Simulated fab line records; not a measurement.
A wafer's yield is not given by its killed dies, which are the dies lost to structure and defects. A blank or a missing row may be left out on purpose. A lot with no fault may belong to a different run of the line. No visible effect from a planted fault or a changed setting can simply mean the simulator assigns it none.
fab line records	flow nand-harc
record: lots: 24	wafers: 72	last-day: 25
route steps=1159 shown P_M2@338 P_BONDPAD@372 A_ZERO_WELL@412 A_CHANNEL_HOLE_D1@462
lots that met no fault: taken from a fault-free run of the same line
start-h: start of the lot's first displayed wafer, in hours after the record's first day	wait-h: hours elapsed since this lot's preceding step	" the same as in the row above	L1.1+2: a single row standing in for several wafers	- no value, or no start was given	* or withheld: withheld	< > ~ a bound
route shown NAME@n: a module of which the file shows steps, and the number in the route of the first	usual: mean/standard deviation of fault-free wafers	same: alike in all rows	chamber/n: place in a boat	sites: readings site by site	_std_site: standard deviation of those values	_edge_site: the outer-site mean with the inner-site mean subtracted	radius-mm: for every site, how far away it sits from the centre of the wafer	mask NAME#n: copy n	behind: the tool/chamber that last shaped the wafer	hold: why the lot was held/for how many hours/how that ended	device: the transistor (n, p or np) that didn't switch	end of line: tests of these same wafers at the route's end	step lacking rows: just its recipe	killed: dies lost to structure and defects at the first sort, not the wafer's yield	map: the dies of a wafer, with x for killed, . for not killed, _ for no die there
set.NAME: the setting as run; set.NAME@STEP: as run at that earlier step	model.NAME: the simulator's own value behind a step, which no gauge read
a sample of lots followed through the steps of the route, with each step as a table and each wafer as a row
services: a tool's chamber out of use, with start hour (start-h, from the record's first day; less than 0 if before it), hours out, and reason
== steps ==
step: NHARC_P_M2_DEGAS_29
recipe: temp-c: 250	time-s: 60
usual: heater-power-w: 319/27
same: time-s: 60
lot.wafer	tool	chamber	start-h	wait-h	heater-power-w
L074.3	pvd-sputter-01	-	117.29	-	251
L074.5	"	-	"	"	293
L074.6	"	-	"	"	329
L075.2	pvd-sputter-03	-	135.38	-	337
L075.3	"	-	"	"	356
L075.5	"	-	"	"	328
L076.2	pvd-sputter-01	-	136.02	-	259
L076.6	"	-	"	"	325
L076.5	"	-	"	"	307
L077.2	pvd-sputter-02	-	137.18	-	289
L077.3	"	-	"	"	321
L077.5	"	-	"	"	276
L078.2	pvd-sputter-03	-	158.73	-	339
L078.3	"	-	"	"	324
L078.6	"	-	"	"	351
L079.1	pvd-sputter-02	-	159.62	-	355
L079.4	"	-	"	"	282
L079.6	"	-	"	"	296
L080.4	pvd-sputter-02	-	169.61	-	360
L080.2	"	-	"	"	314
L080.5	"	-	"	"	342
L081.4	pvd-sputter-01	-	174.49	-	285
L081.1	"	-	"	"	318
L081.6	"	-	"	"	313
L082.3	pvd-sputter-03	-	180.85	-	356
L082.4	"	-	"	"	350
L082.2	"	-	"	"	326
L083.2	pvd-sputter-02	-	181.20	-	312
L083.1	"	-	"	"	286
L083.5	"	-	"	"	281
L084.1	pvd-sputter-03	-	185.92	-	330
L084.2	"	-	"	"	353
L084.4	"	-	"	"	343
L087.3	pvd-sputter-01	-	201.22	-	289
L087.1	"	-	"	"	317
L087.5	"	-	"	"	320
L085.3	pvd-sputter-03	-	202.10	-	322
L085.1	"	-	"	"	363
L085.6	"	-	"	"	357
L088.1	pvd-sputter-01	-	204.89	-	315
L088.2	"	-	"	"	264
L088.4	"	-	"	"	285
L086.3	pvd-sputter-03	-	212.58	-	357
L086.5	"	-	"	"	360
L086.6	"	-	"	"	336
L090.1	pvd-sputter-03	-	223.86	-	330
L090.4	"	-	"	"	347
L090.6	"	-	"	"	321
L089.2	pvd-sputter-03	-	224.44	-	324
L089.4	"	-	"	"	328
L089.5	"	-	"	"	360
L091.2	pvd-sputter-01	-	231.39	-	318
L091.1	"	-	"	"	267
L091.3	"	-	"	"	318
L092.4	pvd-sputter-01	-	232.48	-	293
L092.3	"	-	"	"	319
L092.1	"	-	"	"	263
L093.4	pvd-sputter-03	-	232.96	-	328
L093.1	"	-	"	"	363
L093.5	"	-	"	"	321
L094.4	pvd-sputter-03	-	244.85	-	347
L094.2	"	-	"	"	317
L094.6	"	-	"	"	325
L095.2	pvd-sputter-02	-	247.34	-	281
L095.5	"	-	"	"	297
L095.6	"	-	"	"	296
L097.2	pvd-sputter-01	-	254.81	-	317
L097.1	"	-	"	"	270
L097.5	"	-	"	"	317
L096.1	pvd-sputter-03	-	255.14	-	353
L096.5	"	-	"	"	333
L096.6	"	-	"	"	359
step: NHARC_P_BONDPAD_ETCH_24
recipe: target-depth-a: 300	over-etch-frac: 0.3	time-s: 72.99	ion-energy-ev: 150	cf4-flow-sccm: 50	n2-flow-sccm: 100	ar-flow-sccm: 150	rf-w: 300	bias-w: 100	chemistry: CF4/N2
usual: drypump-motor-current-A: 5.6/0.39	n2-flow-sccm: 99.94/0.27	oes-product-au: 1.001/0.0068	rf-fwd-power-W: 297.7/1.2	rf-vpp-V: 313.7/1.8	showerhead-plenum-p-Torr: 2.59/0.1	throttle-valve-pct: 19.793/0.0093
same: time-s: 72.99
lot.wafer	tool	chamber	start-h	wait-h	drypump-motor-current-A	n2-flow-sccm	oes-product-au	rf-fwd-power-W	rf-hours-counter-h	rf-vpp-V	showerhead-plenum-p-Torr	throttle-valve-pct
L074.3	rie-diel-05	0	-	-	6.0	100.28	0.996	298.1	46	311.0	2.46	19.787
L074.5	"	3	"	"	5.0	100.12	1.006	295.9	-	313.4	2.59	19.775
L074.6	"	0	"	"	6.1	100.24	0.992	298.1	-	311.0	2.46	19.780
L075.2	rie-diel-06	1	-	-	6.0	99.84	1.018	300.9	6	313.9	2.63	19.806
L075.3	"	0	"	"	5.6	100.00	0.994	299.3	5	311.0	2.49	19.805
L075.5	"	1	"	"	6.0	99.68	1.002	298.7	-	314.2	2.63	19.799
L076.2	rie-diel-06	1	-	-	6.0	99.84	1.010	298.6	6	314.3	2.63	19.781
L076.5	"	1	"	"	6.0	99.82	0.998	298.2	-	314.1	2.63	19.807
L076.6	"	2	"	"	5.2	100.14	1.005	298.0	-	315.1	2.73	19.793
L077.3	rie-diel-05	2	-	-	5.3	100.33	1.006	297.1	44	315.3	2.67	19.813
L077.2	"	0	"	"	6.1	99.98	1.000	298.0	51	310.8	2.45	19.802
L077.5	"	2	"	"	5.3	100.03	0.999	296.2	-	314.0	2.67	19.811
L078.3	rie-diel-06	2	163.08	0.1	5.2	100.44	1.003	296.7	8	316.4	2.73	19.807
L078.2	"	0	"	"	5.6	100.42	0.997	297.7	7	313.1	2.48	19.782
L078.6	"	0	"	"	5.6	99.47	0.996	299.3	-	312.0	2.48	19.803
L079.1	rie-diel-06	0	163.80	0.1	5.6	100.63	0.990	297.2	7	312.3	2.48	19.800
L079.6	"	0	"	"	5.6	99.64	0.994	296.7	-	312.2	2.48	19.793
L079.4	"	2	"	"	5.2	99.88	0.995	298.0	-	315.6	2.73	19.786
L080.4	rie-diel-06	0	-	-	5.6	99.72	1.001	297.1	9	312.0	2.48	19.793
L080.2	"	2	"	"	5.2	100.06	1.008	298.3	10	317.0	2.73	19.774
L080.5	"	0	"	"	5.6	99.60	0.997	297.7	-	312.8	2.48	19.789
L081.1	rie-diel-06	2	-	-	5.2	99.93	1.005	298.9	10	315.2	2.72	19.806
L081.4	"	0	"	"	5.6	99.68	0.999	296.2	9	312.0	2.48	19.796
L081.6	"	2	"	"	5.2	99.76	1.000	298.1	-	314.6	2.73	19.804
L082.4	rie-diel-05	1	-	-	6.0	100.12	1.005	297.7	4	314.2	2.62	19.812
L082.2	"	2	"	"	5.3	100.19	0.996	296.7	4	314.4	2.66	19.798
L082.3	"	3	"	"	5.0	99.76	0.999	297.7	4	313.1	2.58	19.786
L083.1	rie-diel-06	1	-	-	6.0	100.28	1.011	297.6	11	314.7	2.63	19.791
L083.2	"	2	"	"	5.3	99.56	1.007	299.1	11	317.6	2.72	19.788
L083.5	"	3	"	"	6.0	100.14	1.015	299.4	-	313.1	2.52	19.806
L084.4	rie-diel-05	2	-	-	5.4	100.34	1.003	298.2	5	314.5	2.66	19.798
L084.1	"	3	"	"	5.0	99.79	0.999	295.8	6	315.4	2.58	19.803
L084.2	"	0	"	"	6.1	100.38	1.000	297.7	5	309.6	2.45	19.785
L087.3	rie-diel-05	3	-	-	5.0	99.67	0.994	295.3	10	313.6	2.58	19.794
L087.1	"	1	"	"	6.0	100.39	0.998	299.5	8	314.3	2.62	19.784
L087.5	"	3	"	"	5.0	99.74	0.989	295.6	-	312.7	2.58	19.775
L085.3	rie-diel-06	3	-	-	6.0	99.80	0.997	300.1	11	313.2	2.52	19.801
L085.1	"	0	"	"	5.6	99.65	0.997	297.9	11	312.0	2.48	19.806
L085.6	"	3	"	"	6.0	99.40	0.999	298.7	-	312.9	2.52	19.772
L088.1	rie-diel-06	1	-	-	6.0	100.15	1.022	298.5	13	312.4	2.63	19.798
L088.4	"	2	"	"	5.2	99.80	0.995	298.5	14	316.9	2.72	19.787
L088.2	"	3	"	"	6.0	100.51	1.001	299.5	11	313.8	2.52	19.773
L086.3	rie-diel-06	0	-	-	5.6	99.90	0.994	296.6	12	312.0	2.48	19.796
L086.5	"	1	"	"	6.0	100.06	1.006	299.0	-	315.0	2.63	19.806
L086.6	"	2	"	"	5.2	100.09	0.997	297.7	-	315.0	2.72	19.795
L090.4	rie-diel-10	0	-	-	5.2	99.47	1.010	298.6	16	311.7	2.50	19.783
L090.1	"	1	"	"	5.4	99.50	1.006	297.1	15	318.1	2.83	19.788
L090.6	"	1	"	"	5.4	99.84	0.996	297.2	-	317.5	2.83	19.805
L089.4	rie-diel-05	0	-	-	6.1	99.73	0.994	298.6	22	309.8	2.44	19.789
L089.2	"	1	"	"	6.0	99.79	0.987	298.2	20	315.3	2.62	19.795
L089.5	"	3	"	"	5.0	100.44	0.999	296.6	-	314.0	2.58	19.778
L091.1	rie-diel-05	1	-	-	6.0	99.91	0.992	298.9	21	314.0	2.62	19.787
L091.3	"	2	"	"	5.3	100.28	1.019	296.9	21	314.5	2.65	19.802
L091.2	"	3	"	"	5.0	100.21	1.014	295.9	19	312.5	2.58	19.802
L092.4	rie-diel-05	0	-	-	6.1	99.98	0.998	298.4	23	311.7	2.44	19.793
L092.1	"	1	"	"	6.0	99.89	1.002	299.5	21	316.2	2.62	19.791
L092.3	"	2	"	"	5.3	99.44	1.007	296.7	21	313.3	2.65	19.800
L093.4	rie-diel-05	3	-	-	5.0	100.18	1.005	296.6	19	313.0	2.58	19.796
L093.1	"	0	"	"	6.1	99.60	0.986	296.5	23	311.7	2.44	19.795
L093.5	"	0	"	"	6.1	100.03	0.987	296.7	-	311.4	2.44	19.789
L094.4	rie-diel-10	1	-	-	5.5	99.59	0.997	298.4	22	317.3	2.83	19.783
L094.2	"	3	"	"	5.3	99.99	0.998	298.8	24	316.4	2.73	19.806
L094.6	"	1	"	"	5.4	99.43	0.994	296.4	-	317.7	2.83	19.796
L095.2	rie-diel-05	0	-	-	6.1	100.18	0.999	297.2	29	309.9	2.44	19.794
L095.6	"	0	"	"	6.1	99.78	1.002	296.3	-	310.9	2.44	19.790
L095.5	"	1	"	"	6.0	100.13	0.995	298.1	-	314.0	2.61	19.795
L097.2	rie-diel-06	3	-	-	6.0	100.09	1.001	298.0	1	312.1	2.52	19.801
L097.1	"	0	"	"	5.6	100.23	1.009	298.8	2	312.9	2.48	19.786
L097.5	"	0	"	"	5.6	100.04	1.006	298.8	-	311.6	2.48	19.787
L096.1	rie-diel-06	3	-	-	6.0	99.54	0.998	299.7	1	313.0	2.52	19.792
L096.5	"	1	"	"	5.9	100.08	0.993	298.2	-	314.2	2.63	19.785
L096.6	"	2	"	"	5.2	99.84	1.001	299.4	-	315.2	2.72	19.793
step: NHARC_P_BONDPAD_ACTIVATE_29
recipe: time-s: 60	n2-flow-sccm: 200	ar-flow-sccm: 0	bias-power-w: 0	chemistry: N2
usual: drypump-motor-current-A: 5.7/0.35	n2-flow-sccm: 200.0/0.64	oes-product-au: 0.999/0.0074	rf-vpp-V: 64.0/0.92	showerhead-plenum-p-Torr: 1.74/0.07
same: time-s: 60
lot.wafer	tool	chamber	start-h	wait-h	drypump-motor-current-A	n2-flow-sccm	oes-product-au	rf-hours-counter-h	rf-vpp-V	showerhead-plenum-p-Torr
L074.3	rie-diel-05	2	123.80	0.1	5.3	198.4	0.994	39	64.3	1.80
L074.6	"	1	"	"	6.0	199.8	0.988	-	63.7	1.77
L074.5	"	2	"	"	5.4	199.2	0.997	-	64.6	1.80
L075.2	rie-diel-06	2	141.49	0.1	5.3	200.8	0.998	7	63.8	1.84
L075.3	"	3	"	"	6.0	201.5	1.001	6	64.4	1.69
L075.5	"	2	"	"	5.3	200.2	1.001	-	64.0	1.84
L076.2	rie-diel-06	1	142.48	0.1	6.0	199.6	1.007	7	64.3	1.77
L076.6	"	3	"	"	6.0	200.3	1.007	-	63.8	1.69
L076.5	"	0	"	"	5.6	199.7	0.985	-	65.0	1.67
L077.2	rie-diel-06	3	143.65	0.1	6.0	200.0	0.983	6	64.8	1.69
L077.3	"	0	"	"	5.6	200.4	0.984	5	63.9	1.67
L077.5	"	3	"	"	6.0	199.7	1.000	-	62.9	1.69
L078.2	rie-diel-06	1	165.21	0.1	5.9	199.6	1.001	9	64.9	1.77
L078.3	"	2	"	"	5.2	200.6	0.990	9	64.2	1.84
L078.6	"	0	"	"	5.6	199.7	0.988	-	64.6	1.67
L079.1	rie-diel-06	1	165.94	0.1	5.9	199.5	0.994	9	64.4	1.77
L079.6	"	2	"	"	5.2	200.5	0.991	-	63.8	1.84
L079.4	"	1	"	"	6.0	199.8	0.987	-	63.9	1.77
L080.2	rie-diel-10	0	175.85	0.1	5.2	200.2	0.988	62	62.1	1.68
L080.4	"	1	"	"	5.4	200.3	0.992	57	63.6	1.62
L080.5	"	2	"	"	6.1	200.4	0.993	-	64.8	1.87
L081.1	rie-diel-06	3	180.56	0.1	6.1	200.3	1.005	9	64.5	1.69
L081.4	"	1	"	"	6.0	199.9	0.999	11	63.5	1.77
L081.6	"	2	"	"	5.2	199.7	0.998	-	63.9	1.84
L082.2	rie-diel-06	3	186.91	0.1	6.0	199.7	1.005	9	64.3	1.69
L082.3	"	0	"	"	5.6	200.2	1.003	10	65.1	1.66
L082.4	"	1	"	"	5.9	199.7	0.997	11	63.1	1.77
L083.2	rie-diel-06	2	187.67	0.1	5.2	199.9	1.002	11	64.2	1.84
L083.1	"	3	"	"	6.0	200.2	0.998	9	64.1	1.69
L083.5	"	0	"	"	5.6	199.6	0.988	-	63.5	1.66
L084.1	rie-diel-06	0	192.84	0.1	5.6	199.7	1.011	10	63.2	1.66
L084.4	"	1	"	"	6.0	200.1	1.015	11	65.4	1.77
L084.2	"	2	"	"	5.2	199.2	1.007	11	63.6	1.84
L087.1	rie-diel-05	1	207.34	0.1	6.0	200.2	0.997	9	62.8	1.76
L087.3	"	2	"	"	5.3	200.1	0.995	9	64.5	1.79
L087.5	"	3	"	"	5.0	200.2	0.997	-	63.4	1.73
L085.3	rie-diel-06	3	208.33	0.1	6.0	199.7	1.003	11	62.2	1.69
L085.1	"	1	"	"	6.0	199.9	1.001	13	63.2	1.77
L085.6	"	3	"	"	6.0	199.8	1.005	-	63.0	1.69
L088.2	rie-diel-06	0	211.30	0.1	5.6	199.1	0.997	11	61.3	1.66
L088.1	"	2	"	"	5.2	200.1	0.995	14	63.1	1.84
L088.4	"	3	"	"	6.0	199.6	0.999	11	63.6	1.69
L086.3	rie-diel-06	1	219.01	0.1	6.0	199.7	1.008	14	63.6	1.77
L086.5	"	2	"	"	5.2	199.6	0.995	-	64.5	1.84
L086.6	"	3	"	"	6.0	200.8	0.998	-	63.3	1.69
L090.1	rie-diel-06	2	230.21	0.1	5.2	200.7	0.999	16	63.4	1.84
L090.4	"	3	"	"	6.0	200.0	1.001	13	63.1	1.69
L090.6	"	1	"	"	6.0	201.1	1.008	-	63.1	1.77
L089.2	rie-diel-06	0	230.85	0.1	5.6	198.3	0.992	13	62.0	1.66
L089.4	"	2	"	"	5.2	199.8	1.000	16	66.0	1.84
L089.5	"	3	"	"	6.0	199.2	0.989	-	63.6	1.69
L091.3	rie-diel-06	3	237.64	0.1	6.0	200.3	0.992	14	64.8	1.69
L091.1	"	0	"	"	5.6	200.0	0.985	13	64.9	1.66
L091.2	"	1	"	"	6.0	199.4	1.002	15	63.5	1.77
L092.3	rie-diel-05	2	238.62	0.1	5.3	199.9	0.991	21	63.9	1.79
L092.1	"	0	"	"	6.1	200.7	0.993	23	64.0	1.63
L092.4	"	0	"	"	6.1	201.8	0.995	-	64.5	1.63
L093.1	rie-diel-06	1	239.20	0.1	6.0	200.4	1.003	15	63.8	1.77
L093.4	"	2	"	"	5.2	200.1	0.990	16	65.9	1.84
L093.5	"	2	"	"	5.2	199.9	1.000	-	65.5	1.84
L094.2	rie-diel-05	0	251.84	0.1	6.1	200.6	1.002	29	63.4	1.63
L094.4	"	1	"	"	6.0	199.3	1.004	27	63.7	1.76
L094.6	"	3	"	"	5.0	200.1	1.002	-	64.6	1.73
L095.2	rie-diel-06	0	253.52	0.1	5.6	199.2	1.001	1	63.0	1.66
L095.6	"	1	"	"	6.0	199.6	0.997	-	65.3	1.77
L095.5	"	2	"	"	5.2	200.3	1.007	-	65.3	1.84
L097.2	rie-diel-06	3	261.17	0.1	6.0	199.8	1.016	1	64.6	1.69
L097.1	"	1	"	"	6.0	200.7	0.990	1	64.3	1.77
L097.5	"	0	"	"	5.6	200.4	0.992	-	62.0	1.66
L096.1	rie-diel-06	0	261.73	0.1	5.6	198.7	0.998	2	63.2	1.66
L096.6	"	2	"	"	5.2	199.4	0.995	-	65.3	1.84
L096.5	"	3	"	"	6.1	200.7	0.995	-	64.9	1.69
step: NHARC_A_ZERO_WELL_INSPECT_17
usual: raw-defect-count: 9/5
lot.wafer	tool	chamber	start-h	wait-h	raw-defect-count
L074.3	defect-inspect-02	-	126.51	0.1	8
L074.5	"	-	"	"	14
L074.6	"	-	"	"	10
L075.2	defect-inspect-01	-	144.22	0.1	4
L075.3	"	-	"	"	2
L075.5	"	-	"	"	7
L076.2	defect-inspect-01	-	145.21	0.1	9
L076.5	"	-	"	"	20
L076.6	"	-	"	"	21
L077.2	defect-inspect-02	-	146.39	0.1	8
L077.3	"	-	"	"	3
L077.5	"	-	"	"	3
L078.2	defect-inspect-01	-	167.85	0.1	9
L078.3	"	-	"	"	9
L078.6	"	-	"	"	9
L079.1	defect-inspect-02	-	168.67	0.2	9
L079.4	"	-	"	"	11
L079.6	"	-	"	"	6
L080.2	defect-inspect-02	-	178.66	0.1	3
L080.4	"	-	"	"	5
L080.5	"	-	"	"	7
L081.1	defect-inspect-02	-	183.23	0.2	14
L081.4	"	-	"	"	12
L081.6	"	-	"	"	15
L082.2	defect-inspect-02	-	189.67	0.1	5
L082.3	"	-	"	"	11
L082.4	"	-	"	"	14
L083.1	defect-inspect-01	-	190.35	0.2	14
L083.2	"	-	"	"	3
L083.5	"	-	"	"	12
L084.1	defect-inspect-02	-	195.56	0.2	8
L084.2	"	-	"	"	3
L084.4	"	-	"	"	8
L087.1	defect-inspect-01	-	209.95	0.2	5
L087.3	"	-	"	"	10
L087.5	"	-	"	"	10
L085.1	defect-inspect-01	-	210.99	0.2	4
L085.3	"	-	"	"	9
L085.6	"	-	"	"	1
L088.1	defect-inspect-01	-	213.92	0.2	7
L088.2	"	-	"	"	5
L088.4	"	-	"	"	10
L086.3	defect-inspect-01	-	221.68	0.1	16
L086.5	"	-	"	"	14
L086.6	"	-	"	"	19
L090.1	defect-inspect-01	-	232.81	0.2	13
L090.4	"	-	"	"	6
L090.6	"	-	"	"	24
L089.2	defect-inspect-02	-	233.58	0.1	13
L089.4	"	-	"	"	17
L089.5	"	-	"	"	12
L091.1	defect-inspect-01	-	240.37	0.2	7
L091.2	"	-	"	"	4
L091.3	"	-	"	"	1
L092.1	defect-inspect-02	-	241.33	0.2	6
L092.3	"	-	"	"	8
L092.4	"	-	"	"	11
L093.1	defect-inspect-01	-	241.91	0.2	3
L093.4	"	-	"	"	7
L093.5	"	-	"	"	5
L094.2	defect-inspect-02	-	254.46	0.1	3
L094.4	"	-	"	"	8
L094.6	"	-	"	"	6
L095.2	defect-inspect-01	-	256.34	0.1	3
L095.5	"	-	"	"	2
L095.6	"	-	"	"	6
L097.1	defect-inspect-02	-	263.80	0.2	8
L097.2	"	-	"	"	7
L097.5	"	-	"	"	6
L096.1	defect-inspect-01	-	264.52	0.2	14
L096.5	"	-	"	"	5
L096.6	"	-	"	"	9
step: NHARC_A_CHANNEL_HOLE_D1_CD_MEAS_10
recipe: target-cd-nm: 100	landing-energy-ev: 500
usual: cd-nm: 100.2/0.39
lot.wafer	tool	chamber	start-h	wait-h	cd-nm
L074.3	cd-sem-01	0	161.33	-	99.7
L074.5	"	0	"	"	100.6
L074.6	"	0	"	"	100.6
L075.2	cd-sem-01	0	184.24	-	99.4
L075.3	"	0	"	"	99.8
L075.5	"	0	"	"	100.1
L077.2	cd-sem-02	0	184.93	-	100.4
L077.3	"	0	"	"	100.0
L077.5	"	0	"	"	99.8
L076.2	cd-sem-02	0	185.10	-	99.9
L076.5	"	0	"	"	99.8
L076.6	"	0	"	"	100.5
L078.2	cd-sem-01	0	204.66	-	100.6
L078.3	"	0	"	"	100.2
L078.6	"	0	"	"	100.5
L079.1	cd-sem-03	0	205.13	-	100.6
L079.4	"	0	"	"	101.4
L079.6	"	0	"	"	100.8
L080.2	cd-sem-03	0	216.22	-	99.4
L080.4	"	0	"	"	99.7
L080.5	"	0	"	"	99.7
L081.1	cd-sem-02	0	223.55	-	100.0
L081.4	"	0	"	"	99.7
L081.6	"	0	"	"	99.6
L083.1	cd-sem-02	0	223.71	-	100.2
L083.2	"	0	"	"	100.4
L083.5	"	0	"	"	99.9
L082.2	cd-sem-01	0	224.56	-	100.3
L082.3	"	0	"	"	100.6
L082.4	"	0	"	"	100.1
L084.1	cd-sem-01	0	236.88	-	100.1
L084.2	"	0	"	"	101.1
L084.4	"	0	"	"	100.1
L087.1	cd-sem-03	0	249.62	-	100.3
L087.3	"	0	"	"	100.4
L087.5	"	0	"	"	100.0
L085.1	cd-sem-02	0	250.02	-	99.5
L085.3	"	0	"	"	100.2
L085.6	"	0	"	"	100.0
L088.1	cd-sem-02	0	250.37	-	100.3
L088.2	"	0	"	"	100.5
L088.4	"	0	"	"	100.7
L086.3	cd-sem-01	0	263.25	-	99.6
L086.5	"	0	"	"	101.0
L086.6	"	0	"	"	99.9
L090.1	cd-sem-02	0	269.37	-	100.2
L090.4	"	0	"	"	100.0
L090.6	"	0	"	"	100.7
L089.2	cd-sem-01	0	271.21	-	100.6
L089.4	"	0	"	"	100.0
L089.5	"	0	"	"	100.1
L093.1	cd-sem-03	0	277.74	-	99.8
L093.4	"	0	"	"	100.1
L093.5	"	0	"	"	100.1
L091.1	cd-sem-03	0	278.72	-	99.7
L091.2	"	0	"	"	100.0
L091.3	"	0	"	"	100.1
L092.1	cd-sem-03	0	279.02	-	100.4
L092.3	"	0	"	"	100.7
L092.4	"	0	"	"	100.0
L095.2	cd-sem-03	0	290.56	-	100.2
L095.5	"	0	"	"	101.0
L095.6	"	0	"	"	100.0
L094.2	cd-sem-01	0	290.90	-	100.8
L094.4	"	0	"	"	100.4
L094.6	"	0	"	"	100.4
L097.1	cd-sem-01	0	303.54	-	100.3
L097.2	"	0	"	"	99.8
L097.5	"	0	"	"	100.5
L096.1	cd-sem-02	0	304.49	-	100.0
L096.5	"	0	"	"	100.4
L096.6	"	0	"	"	100.1
step: NHARC_A_CHANNEL_HOLE_D1_ETCH_24
recipe: bias-v: 5000	source-w: withheld	pressure-mtorr: 20	time-s: 906.2	ar-flow-sccm: 375	c4f8-flow-sccm: 93.8	o2-flow-sccm: 31.2	temp-c: -20	target-depth-a: 15000	chemistry: C4F8/O2/Ar
usual: drypump-motor-current-A: 5.3/0.45	he-backside-leak-sccm: 5.9/0.57	showerhead-plenum-p-Torr: 3.67/0.071	throttle-valve-pct: 32.236/0.009
same: time-s: 906.2
lot.wafer	tool	chamber	start-h	wait-h	drypump-motor-current-A	he-backside-leak-sccm	rf-hours-counter-h	showerhead-plenum-p-Torr	throttle-valve-pct
L074.3	har-etch-02	0	165.07	0.6	5.8	6.2	-	3.78	32.246
L074.6	"	0	"	"	5.8	6.1	-	3.78	32.232
L074.5	"	1	"	"	4.8	4.3	-	3.68	32.244
L075.2	har-etch-02	1	187.75	0.6	4.8	5.0	106	3.68	32.266
L075.3	"	0	"	"	5.8	5.8	-	3.77	32.241
L075.5	"	0	"	"	5.8	5.8	-	3.77	32.233
L077.2	har-etch-01	1	188.42	0.6	4.9	6.4	196	3.57	32.252
L077.3	"	1	"	"	4.9	6.3	-	3.58	32.230
L077.5	"	1	"	"	4.9	6.3	-	3.57	32.233
L076.2	har-etch-02	0	192.05	0.6	5.8	5.8	110	3.77	32.247
L076.6	"	1	"	"	4.8	4.9	-	3.68	32.239
L076.5	"	0	"	"	5.8	6.3	-	3.77	32.234
L078.2	har-etch-01	0	208.18	0.6	5.7	5.9	203	3.67	32.232
L078.3	"	0	"	"	5.7	6.0	-	3.67	32.255
L078.6	"	1	"	"	4.9	6.3	-	3.57	32.248
L079.1	har-etch-02	0	209.02	0.6	5.8	5.6	116	3.77	32.236
L079.4	"	0	"	"	5.8	5.2	-	3.77	32.242
L079.6	"	0	"	"	5.8	5.7	-	3.77	32.245
L080.2	har-etch-01	1	219.89	0.6	4.9	6.6	207	3.57	32.228
L080.4	"	1	"	"	4.9	6.4	-	3.57	32.230
L080.5	"	1	"	"	4.9	6.5	-	3.57	32.221
L083.1	har-etch-02	1	227.22	0.6	4.8	4.9	120	3.67	32.218
L083.2	"	0	"	"	5.8	6.1	120	3.77	32.235
L083.5	"	1	"	"	4.8	5.1	-	3.67	32.239
L081.1	har-etch-01	1	227.27	0.6	4.9	6.4	211	3.57	32.234
L081.4	"	1	"	"	4.8	6.3	-	3.57	32.226
L081.6	"	0	"	"	5.7	6.1	-	3.67	32.227
L082.2	har-etch-02	1	231.38	0.6	4.8	5.1	124	3.67	32.236
L082.4	"	1	"	"	4.8	4.9	-	3.67	32.232
L082.3	"	0	"	"	5.8	6.0	-	3.76	32.234
L084.1	har-etch-01	1	240.39	0.6	4.9	6.8	221	3.56	32.230
L084.2	"	0	"	"	5.7	6.1	221	3.66	32.234
L084.4	"	1	"	"	4.9	6.5	-	3.56	32.224
L087.1	har-etch-01	1	253.11	0.6	4.9	6.5	225	3.56	32.227
L087.3	"	0	"	"	5.7	6.2	-	3.66	32.235
L087.5	"	0	"	"	5.7	6.5	-	3.66	32.228
L085.1	har-etch-02	1	253.56	0.6	4.8	5.0	134	3.66	32.240
L085.3	"	0	"	"	5.8	6.0	-	3.76	32.246
L085.6	"	1	"	"	4.8	5.2	-	3.66	32.238
L088.2	har-etch-01	1	257.28	0.6	4.9	6.6	228	3.56	32.243
L088.1	"	0	"	"	5.7	5.9	228	3.66	32.237
L088.4	"	1	"	"	4.9	6.7	-	3.56	32.252
L086.3	har-etch-01	0	267.01	0.6	5.7	6.3	-	3.66	32.238
L086.6	"	0	"	"	5.7	6.1	-	3.66	32.242
L086.5	"	1	"	"	4.9	6.5	-	3.56	32.227
L090.1	har-etch-01	0	272.86	0.6	5.7	6.4	236	3.66	32.231
L090.4	"	0	"	"	5.7	6.0	-	3.66	32.239
L090.6	"	0	"	"	5.7	6.3	-	3.66	32.238
L089.2	har-etch-02	0	274.72	0.6	5.8	6.1	143	3.75	32.237
L089.4	"	0	"	"	5.8	6.0	-	3.75	32.234
L089.5	"	0	"	"	5.8	6.3	-	3.75	32.218
L093.1	har-etch-02	0	281.25	0.6	5.8	6.3	147	3.75	32.245
L093.4	"	1	"	"	4.8	5.2	-	3.66	32.239
L093.5	"	0	"	"	5.8	6.0	-	3.75	32.230
L091.2	har-etch-01	1	282.24	0.6	4.9	6.8	243	3.55	32.225
L091.1	"	0	"	"	5.7	6.1	243	3.65	32.240
L091.3	"	0	"	"	5.7	5.8	-	3.65	32.239
L092.1	har-etch-02	1	285.41	0.6	4.8	5.3	151	3.65	32.250
L092.4	"	1	"	"	4.8	5.2	-	3.65	32.229
L092.3	"	0	"	"	5.8	6.0	-	3.75	32.265
L095.2	har-etch-01	0	294.19	0.6	5.7	6.4	247	3.65	32.250
L095.6	"	1	"	"	4.9	6.5	-	3.55	32.235
L095.5	"	0	"	"	5.7	5.9	-	3.65	32.227
L094.2	har-etch-02	0	294.38	0.6	5.8	6.2	155	3.75	32.239
L094.4	"	1	"	"	4.8	5.4	-	3.65	32.229
L094.6	"	0	"	"	5.8	6.5	-	3.75	32.237
L097.1	har-etch-02	0	307.04	0.6	5.8	5.9	161	3.74	32.237
L097.2	"	1	"	"	4.8	4.8	161	3.65	32.241
L097.5	"	1	"	"	4.8	5.3	-	3.65	32.232
L096.1	har-etch-02	1	311.21	0.6	4.8	5.4	164	3.65	32.226
L096.5	"	1	"	"	4.8	5.4	-	3.65	32.251
L096.6	"	0	"	"	5.8	6.1	-	3.74	32.225
== services ==
tool	chamber	start-h	hours	kind
rie-diel-06	0	97.70	-	clean
rie-diel-06	1	97.70	-	clean
rie-diel-06	2	97.70	-	clean
rie-diel-06	3	97.70	-	clean
pvd-sputter-01	-	98.71	6.3	repair
pvd-sputter-03	-	102.00	10.0	pm
rie-diel-06	0	120.23	12.1	repair
rie-diel-06	1	122.23	-	clean
rie-diel-06	2	122.23	-	clean
rie-diel-06	3	122.23	-	clean
rie-diel-06	0	146.73	-	clean
rie-diel-05	3	154.31	6.0	repair
pvd-sputter-01	-	158.01	10.0	pm
rie-diel-06	3	161.44	8.4	repair
rie-diel-05	-	163.73	9.0	pm
rie-diel-10	-	176.50	9.0	pm
rie-diel-05	3	211.75	6.3	repair
pvd-sputter-02	-	214.00	10.0	pm
pvd-sputter-02	-	226.61	1.8	repair
rie-diel-05	3	238.27	3.0	repair
rie-diel-06	-	241.20	9.0	pm
pvd-sputter-03	-	268.50	5.1	repair
pvd-sputter-03	-	280.00	10.0	pm
har-etch-01	-	305.00	17.0	pm
== key ==
fault none
